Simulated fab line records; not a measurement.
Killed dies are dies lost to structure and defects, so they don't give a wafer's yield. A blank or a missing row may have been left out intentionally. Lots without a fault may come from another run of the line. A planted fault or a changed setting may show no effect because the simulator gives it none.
Which tool was responsible?    flow n5Finfet    27 wafers from 9 lots sampled at 5 of the route's 1938 steps

== WHAT EACH GAUGE READ, for each wafer ==
N5_HKMG_FIN_OVL_MEAS_13. Usual: NWFM_OVL gives -0.3 nm (standard deviation 0.68).
lot   measured     on          NWFM_OVL (nm)   flag
L521  day 4 02:31  overlay-02  0.3 -0.3 0.4    
L526  day 5 09:02  overlay-02  -0.5 -0.2 -1.6  
L527  day 5 14:35  overlay-01  -1.4 -0.5 -0.9  
L529  day 6 06:40  overlay-01  -0.7 -0.9 0.0   
L531  day 6 19:41  overlay-01  -1.1 -0.3 -0.6  
L532  day 7 02:14  overlay-02  -0.5 -0.9 0.7   
L535  day 7 18:10  overlay-01  -1.2 -1.1 -0.9  
L537  day 8 03:34  overlay-01  -0.2 -0.6 0.4   
L541  day 9 04:00  overlay-01  -0.3 -1.7 -1.4  

N5_BEOL_M4_RC_MEAS_101. Usual: DIBL_N 36.0 mV/V, standard deviation 1.9; DIBL_P 35.6 mV/V, standard deviation 2.2; IOFF_N 0.15 nA/um, standard deviation 0.031; IOFF_N_85C 3.0 nA/um, standard deviation 0.51; IOFF_N_LIN 0.071 nA/um, standard deviation 0.012; IOFF_N_LONG 5.53e-05 nA/um, standard deviation 2.6e-06; IOFF_P 0.19 nA/um, standard deviation 0.032; ION_N 668 uA/um, standard deviation 11; ION_P 455 uA/um, standard deviation 7.2; SS_N 71.5 mV/dec, standard deviation 0.65; SS_P 73.4 mV/dec, standard deviation 0.64; VT_N 251 mV, standard deviation 3.6; VT_N_LONG 275.0 mV, standard deviation 2; VT_N_LVT 99 mV, standard deviation 3.5; VT_P -253 mV, standard deviation 3.3.
lot   measured      on         DIBL_N (mV/V)   DIBL_P (mV/V)   IOFF_N (nA/um)  IOFF_N_85C (nA/um)  IOFF_N_LIN (nA/um)  IOFF_N_LONG (nA/um)         IOFF_P (nA/um)  ION_N (uA/um)  ION_P (uA/um)  SS_N (mV/dec)   SS_P (mV/dec)   VT_N (mV)    VT_N_LONG (mV)     VT_N_LVT (mV)  VT_P (mV)       flag
L521  day 8 22:11   prober-01  36.4 35.7 37.5  35.6 34.2 36.3  0.15 0.14 0.17  3.0 2.8 3.3         0.071 0.067 0.080   5.52e-05 5.5e-05 5.53e-05   0.21 0.19 0.22  671 664 675    461 460 457    70.7 70.1 71.0  73.6 73.3 73.7  249 251 250  274.5 270.7 275.3  99 100 97      -249 -251 -250  
L526  day 11 01:40  prober-02  33.2 38.8 34.7  32.0 39.7 34.8  0.11 0.21 0.13  2.2 3.9 2.7         0.051 0.089 0.065   5.46e-05 5.39e-05 5.3e-05   0.14 0.25 0.18  649 672 658    441 453 454    72.3 73.0 71.3  71.9 73.9 73.4  260 246 255  277.6 273.9 278.5  107 97 103     -256 -249 -252  
L527  day 11 01:13  prober-01  37.8 38.2 36.1  38.5 39.4 37.7  0.18 0.19 0.16  3.5 3.6 3.1         0.081 0.084 0.075   5.37e-05 5.26e-05 5.23e-05  0.21 0.23 0.21  682 678 677    457 459 466    72.4 72.5 71.5  73.8 73.5 73.6  249 249 248  272.8 273.3 277.1  97 97 99       -252 -253 -252  
L529  day 11 08:01  prober-02  34.0 34.2 32.9  33.2 32.6 32.8  0.12 0.12 0.11  2.5 2.5 2.3         0.059 0.059 0.058   5.8e-05 5.83e-05 5.7e-05    0.19 0.17 0.17  650 660 665    452 453 458    71.2 71.1 71.4  72.7 72.7 72.7  255 257 254  273.6 277.5 271.9  106 107 106    -251 -255 -254  
L531  day 13 00:28  prober-01  33.1 33.8 32.3  33.0 33.7 31.0  0.11 0.12 0.10  2.3 2.5 2.2         0.059 0.062 0.054   5.91e-05 5.98e-05 6.04e-05  0.17 0.17 0.14  663 661 658    455 454 449    70.5 71.3 70.5  72.5 73.3 73.1  251 250 255  272.0 271.3 272.2  100 99 101     -254 -253 -256  
L532  day 13 04:21  prober-02  33.7 33.0 34.4  31.6 31.3 33.1  0.12 0.12 0.13  2.5 2.4 2.6         0.061 0.058 0.064   5.9e-05 5.84e-05 5.92e-05   0.15 0.15 0.17  657 653 658    449 451 456    70.3 70.8 70.9  73.2 72.9 73.0  254 254 253  270.5 272.2 270.0  98 99 99       -255 -258 -253  
L535  day 13 09:55  prober-02  38.4 37.1 35.3  38.4 36.7 34.2  0.19 0.15 0.12  3.7 3.1 2.5         0.086 0.071 0.060   5.64e-05 5.65e-05 5.73e-05  0.22 0.20 0.16  677 670 670    462 460 461    70.7 71.2 70.6  74.3 72.8 72.8  246 252 252  274.0 275.6 276.6  94 99 101      -246 -250 -255  
L537  day 13 20:47  prober-01  34.9 35.5 33.6  35.3 36.0 34.6  0.14 0.15 0.13  2.9 3.0 2.6         0.067 0.070 0.063   5.75e-05 5.7e-05 5.65e-05   0.18 0.20 0.18  667 662 667    454 450 461    71.1 71.2 71.0  73.0 73.4 73.0  251 249 251  273.0 277.0 275.0  98 98 98       -253 -248 -252  
L541  day 14 10:26  prober-02  35.0 35.7 36.2  34.7 34.8 35.4  0.00 0.15 0.14  0.0 3.0 2.8         0.000 0.069 0.065   3.08e-05 5.46e-05 5.45e-05  0.19 0.18 0.19  239 666 658    460 452 449    71.3 72.6 71.9  73.9 74.2 73.3  462 251 256  480.5 275.3 276.7  302 99 102     -254 -253 -252  OFF

== EACH LOT AND THE TOOL THAT RAN IT (in order: tool; ch and the chambers of the sampled wafers; start) ==
lot   N5_HKMG_FIN_ETCH_32               N5_HKMG_FIN_ETCH_35               N5_HKMG_FIN_ALD_91
L521  rieDiel-01 ch 1,2,3, day 4 02:43  rieDiel-01 ch 1,2,3, day 4 02:56  aldMetal-02 ch 0,2,3, day 4 03:37
L526  rieDiel-06 ch 0,1,3, day 5 09:11  rieDiel-06 ch 0,1,3, day 5 09:23  aldMetal-01 ch 0,2,3, day 5 10:04
L527  rieDiel-06 ch 0,1,3, day 5 14:44  rieDiel-06 ch 0,1,3, day 5 14:57  aldMetal-01 ch 0,1,3, day 5 15:38
L529  rieDiel-01 ch 0,1,3, day 6 06:49  rieDiel-01 ch 0,1,3, day 6 07:01  aldMetal-01 ch 1,2, day 6 07:42
L531  rieDiel-06 ch 0,1,2, day 6 19:50  rieDiel-06 ch 0,1,2, day 6 20:02  aldMetal-01 ch 0,3, day 6 20:43
L532  rieDiel-01 ch 0,1,3, day 7 02:23  rieDiel-01 ch 0,1,3, day 7 02:35  aldMetal-02 ch 1,3, day 7 03:16
L535  rieDiel-06 ch 1,3, day 7 18:19    rieDiel-06 ch 1,3, day 7 18:31    aldMetal-02 ch 0,1,3, day 7 19:12
L537  rieDiel-06 ch 1,2,3, day 8 03:49  rieDiel-06 ch 1,2,3, day 8 04:00  aldMetal-03 ch 0,1,3, day 8 04:36
L541  rieDiel-06 ch 0,1,2, day 9 04:10  rieDiel-06 ch 0,1,2, day 9 04:23  aldMetal-01 ch 1,3, day 9 05:04
- N5_HKMG_FIN_ETCH_32: etches SOC in N2/H2, target depth 240 nm, time 300 s.
- N5_HKMG_FIN_ETCH_35: etches SOC in N2/H2, target depth 215.8 nm, time 243.4 s.
- N5_HKMG_FIN_ALD_91: deposits TiN, target thk 1 nm, pulse time 1 s, purge time 3 s.

== AS READ BY THE TOOLS THEMSELVES (means over the sampled wafers that have a number; for cases with no such wafer, the mark the record gives instead) ==
N5_HKMG_FIN_ETCH_32. Usual: drypumpMotorCurrentA 5.6 A, standard deviation 0.36; oesProductAu 0.79 a.u., standard deviation 0.097; rfVppV 525.4 V, standard deviation 2.2; runLengthS 323.4 s, standard deviation 0.38; showerheadPlenumPTorr 2.59 Torr, standard deviation 0.076; throttleValvePct 17.67 %, standard deviation 0.27.
lot   tool        drypumpMotorCurrentA (A)  oesProductAu (a.u.)  rfVppV (V)  runLengthS (s)  showerheadPlenumPTorr (Torr)  throttleValvePct (%)  flag
L521  rieDiel-01  5.5                       0.86                 526.3       323.1           2.64                          17.61                 
L526  rieDiel-06  5.2                       0.76                 523.4       323.1           2.53                          17.61                 
L527  rieDiel-06  5.2                       0.76                 522.7       323.1           2.53                          17.60                 
L529  rieDiel-01  5.5                       0.88                 526.7       323.3           2.64                          17.54                 
L531  rieDiel-06  5.4                       0.74                 525.2       323.4           2.59                          17.68                 
L532  rieDiel-01  5.5                       0.85                 527.8       323.2           2.64                          17.56                 
L535  rieDiel-06  5.2                       0.74                 521.7       323.2           2.46                          17.73                 
L537  rieDiel-06  5.4                       0.74                 524.0       323.6           2.53                          17.79                 
L541  rieDiel-06  5.5                       0.80                 525.0       323.7           2.58                          17.56                 

N5_HKMG_FIN_ETCH_35. Usual: drypumpMotorCurrentA 5.6 A, standard deviation 0.37; oesProductAu 0.79 a.u., standard deviation 0.097; rfVppV 142.1 V, standard deviation 0.95; runLengthS 266.8 s, standard deviation 0.37; showerheadPlenumPTorr 2.60 Torr, standard deviation 0.076; throttleValvePct 17.68 %, standard deviation 0.27.
lot   tool        drypumpMotorCurrentA (A)  oesProductAu (a.u.)  rfVppV (V)  runLengthS (s)  showerheadPlenumPTorr (Torr)  throttleValvePct (%)  flag
L521  rieDiel-01  5.5                       0.84                 142.9       266.6           2.64                          17.61                 
L526  rieDiel-06  5.2                       0.76                 141.5       266.6           2.53                          17.61                 
L527  rieDiel-06  5.3                       0.75                 141.9       266.8           2.53                          17.62                 
L529  rieDiel-01  5.5                       0.87                 142.5       267.1           2.64                          17.54                 
L531  rieDiel-06  5.5                       0.74                 142.1       266.8           2.59                          17.68                 
L532  rieDiel-01  5.5                       0.86                 141.7       266.8           2.64                          17.56                 
L535  rieDiel-06  5.2                       0.74                 140.9       266.8           2.46                          17.73                 
L537  rieDiel-06  5.3                       0.73                 140.7       266.7           2.53                          17.80                 
L541  rieDiel-06  5.5                       0.81                 142.1       219.1           2.58                          17.57                 OFF

N5_HKMG_FIN_ALD_91. Usual: heaterPowerW 840 W, standard deviation 100; precursorPulseHeightRel 1.000, standard deviation 0.018.
lot   tool         heaterPowerW (W)  precursorPulseHeightRel  flag
L521  aldMetal-02  901               0.990                    
L526  aldMetal-01  851               1.022                    
L527  aldMetal-01  796               0.995                    
L529  aldMetal-01  815               1.000                    
L531  aldMetal-01  852               0.993                    
L532  aldMetal-02  895               1.007                    
L535  aldMetal-02  912               1.020                    
L537  aldMetal-03  755               0.996                    
L541  aldMetal-01  848               0.993                    

== THE ANSWER, worked out from the rows above alone ==
Rule: take the mean of a lot's wafers that have a number; if it is more than 3 standard deviations from the usual mean, the lot is off. Also off: a lot with no number at a reading for which 4 or more lots have one. Any other lot the step has rows for is counted as sound. After the gauges, taken in route order, come the tools' own readings; for these a lot's mean is taken, as printed above. At the first step where some lot is off, the reading lying furthest off is the one used; lots without a number count as furthest.
Off: L541, at N5_BEOL_M4_RC_MEAS_101 (VT_N_LONG).
A tool fits if, at a process step before that reading, it ran every lot that is off, and no sound lot after the first of them. Not tried: the gauges at N5_BEOL_M4_RC_MEAS_101; whatever is off there is also off at N5_HKMG_FIN_ETCH_35, on other tools, and gauge error can't account for it. Can't be told from this: 2 tools fit, rieDiel-06 at N5_HKMG_FIN_ETCH_32 and N5_HKMG_FIN_ETCH_35, aldMetal-01 at N5_HKMG_FIN_ALD_91.

== WHAT HAD BEEN PUT IN BY THE SIMULATOR ==
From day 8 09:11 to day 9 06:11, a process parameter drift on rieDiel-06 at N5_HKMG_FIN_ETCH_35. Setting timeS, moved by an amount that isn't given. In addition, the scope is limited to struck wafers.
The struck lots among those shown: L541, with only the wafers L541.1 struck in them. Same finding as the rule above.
